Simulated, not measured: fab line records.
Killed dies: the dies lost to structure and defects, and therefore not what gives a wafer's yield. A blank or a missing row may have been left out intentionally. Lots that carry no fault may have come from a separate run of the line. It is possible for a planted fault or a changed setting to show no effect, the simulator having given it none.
Struck lot and sound lot, side by side ; flow n5_finfet ; 39 steps out of a route of 1938
Sound: the wafers L906.2, L906.3, L906.5. Struck: wafer L910.6 (L910.3, L910.5, from the same lot, were not struck and are left out); the cause is given at the end.
For every step that has rows: the tool of each side, followed by ch and its chambers, followed by its first start. Under that, the readings that differ: sound wafers ; struck wafers ; difference of the means ; sigmas: that difference in standard deviations of wafers without a fault.
alike: a reading whose means differ by less than 2 such deviations, as well as words and numbers matching on both sides. not compared: withheld readings; readings where some wafer has no value; bounds like >300 that might hide an equal value; numbers whose values overlap and for which the record gives no deviation.
The two part at a step that has a row with sigmas, a row that says differs or no value, or rows on one side only. Numbers that don't overlap but have no deviation are shown without sigmas and don't part them. A reading missing from all wafers of one side parts the sides only when that side holds two or more wafers.

first, 9 steps without rows for these wafers: N5_BEOL_M5_DESCUM_33 (chemistry O2, time 7 s); N5_BEOL_M5_ETCH_75 (etches underlayer in N2/H2, target depth 6.5 nm, time 5.2 s); N5_BEOL_M5_ETCH_67 (etches SiARC in CF4, target depth 15.6 nm, time 26 s); N5_BEOL_M5_ETCH_68 (etches SOC in N2/H2, target depth 80 nm, overetch 16 nm, time 120 s); N5_BEOL_M5_STRIP_69 (strips in N2/H2); N5_BEOL_M5_STRIP_76 (strips in N2/H2); N5_BEOL_M5_VIA_ETCH_34 (etches SiCOH lowk in C4F6/O2, target depth 88.3 nm, time 39.2 s); N5_BEOL_M5_STRIP_85 (strips in C4F6/O2); N5_BEOL_M5_STRIP_36 (strips in N2/H2).
N5_BEOL_M5_TRENCH_ETCH_37: etches SiCOH lowk in C4F6/O2, target depth 71.652 nm, time 24.7 s.
  sound on rie_diel-03 ch 1,2,3, day 13 00:01; struck on rie_diel-04 ch 2, day 13 08:58
reading;sound;struck;difference;sigmas
bias_w (W);184.5 184.5 185.5;222.7;+37.9;+74
rf_vpp_V (V);670 675 664;772;+102;+14
model.BEOL_M5.feature_depth_nm (nm);72.8 72.4 70.6;76;+4;
model.etch.depth_nm (nm);72.89 72.39 70.67;75.94;+3.96;
  alike: O2_flow_sccm, drypump_motor_current_A, oes_product_au, showerhead_plenum_p_Torr, throttle_valve_pct
  not compared: rf_hours_counter_h
then, 2 steps without rows for these wafers: N5_BEOL_M5_ETCH_41 (etches SiCN in CH3F/O2, target depth 31.5 nm, time 56.7 s); N5_BEOL_M5_STRIP_91 (strips in N2/H2, time 10 s).
N5_BEOL_M5_OCD_MEAS_38:
  sound: ocd-02 at day 13 00:10; struck: ocd-01 at day 13 09:07
reading;sound;struck;difference;sigmas
trench_depth_nm (nm);73.1 72.0 70.4;76.2;+4.4;+4
then, 21 steps without rows for these wafers: N5_BEOL_M5_HM_STRIP_39 (strips TiN in peroxide tin strip, target depth 25 nm, time 158 s); N5_BEOL_M5_SRD_40 (time 30 s); N5_BEOL_M5_PRECLEAN_42 (cleans in residue remover, time 60 s); N5_BEOL_M5_SRD_43 (time 30 s); N5_BEOL_M5_CURE_80 (cures SiCOH lowk, time 120 s); N5_BEOL_M5_DEGAS_44 (time 60 s); N5_BEOL_M5_PRE_CLEAN_45 (time 30 s); N5_BEOL_M5_ALD_86 (deposits TaN, pulse time 2 s, purge time 3 s, co reactant purge time 2 s); N5_BEOL_M5_SURFACE_TREAT_87; N5_BEOL_M5_CVD_47 (deposits Co from CCTBA/H2, target thk 3 nm, time 216 s); N5_BEOL_M5_SPUTTER_48 (material Cu, target thk 15 nm, time 27.62 s); N5_BEOL_M5_ANNEAL_49 (time 1800 s); N5_BEOL_M5_SPUTTER_81 (material Cu, target thk 15 nm, time 27.62 s); N5_BEOL_M5_ANNEAL_82 (time 1800 s); N5_BEOL_M5_SPUTTER_83 (material Cu, target thk 15 nm, time 27.62 s); N5_BEOL_M5_ANNEAL_84 (time 1800 s); N5_BEOL_M5_SPUTTER_88 (material Cu, target thk 15 nm, time 27.62 s); N5_BEOL_M5_ANNEAL_89 (time 1800 s); N5_BEOL_M5_SPUTTER_90 (material Cu, target thk 4.5 nm, time 8.29 s); N5_BEOL_M5_ECD_50 (material Cu, target thk 300 nm); N5_BEOL_M5_ANNEAL_51 (time 90 s).
N5_BEOL_M5_CMP_52: polishes, stops on SiCOH lowk, t overpolish 6.9 s, target thk 62 nm.
  sound on cmp-01 ch 2,3, day 13 06:24; struck on cmp-03 ch 0, day 13 17:26
reading;sound;struck;difference;sigmas
model.Cu_of_BEOL_M5_ECD_50.thk_nm (nm);65 63 62;67.2;+3.9;
  alike: barrier_field_endpoint_s, motor_current_A, overpolish_run_s, time_to_endpoint_s
N5_BEOL_M5_THK_MEAS_53: measures by xrf.
  sound: film_metro-01 at day 13 06:43; struck: film_metro-02 at day 13 17:39
  alike: M5_THK
then, 2 steps without rows for these wafers: N5_BEOL_M5_PRE_CLEAN_77 (time 15 s); N5_BEOL_M5_CO_CAP_78 (material Co, precursor CCTBA/H2, target thk 2 nm, time 102.1 s).
N5_BEOL_M5_RS_MEAS_57: uses a four-point probe to measure.
  sound: film_metro-02 at day 13 06:59; struck: film_metro-01 at day 13 18:05
reading;sound;struck;difference;sigmas
M5_RS (ohm/sq);0.365 0.379 0.387;0.350;-0.027;-2

## WHERE THEY PART
First at N5_BEOL_M5_TRENCH_ETCH_37; last, within this record, at N5_BEOL_M5_RS_MEAS_57.

WHY: what had been put in by the simulator
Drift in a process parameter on rie_diel-04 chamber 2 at N5_BEOL_M5_TRENCH_ETCH_37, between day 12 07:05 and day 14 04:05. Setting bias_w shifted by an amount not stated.
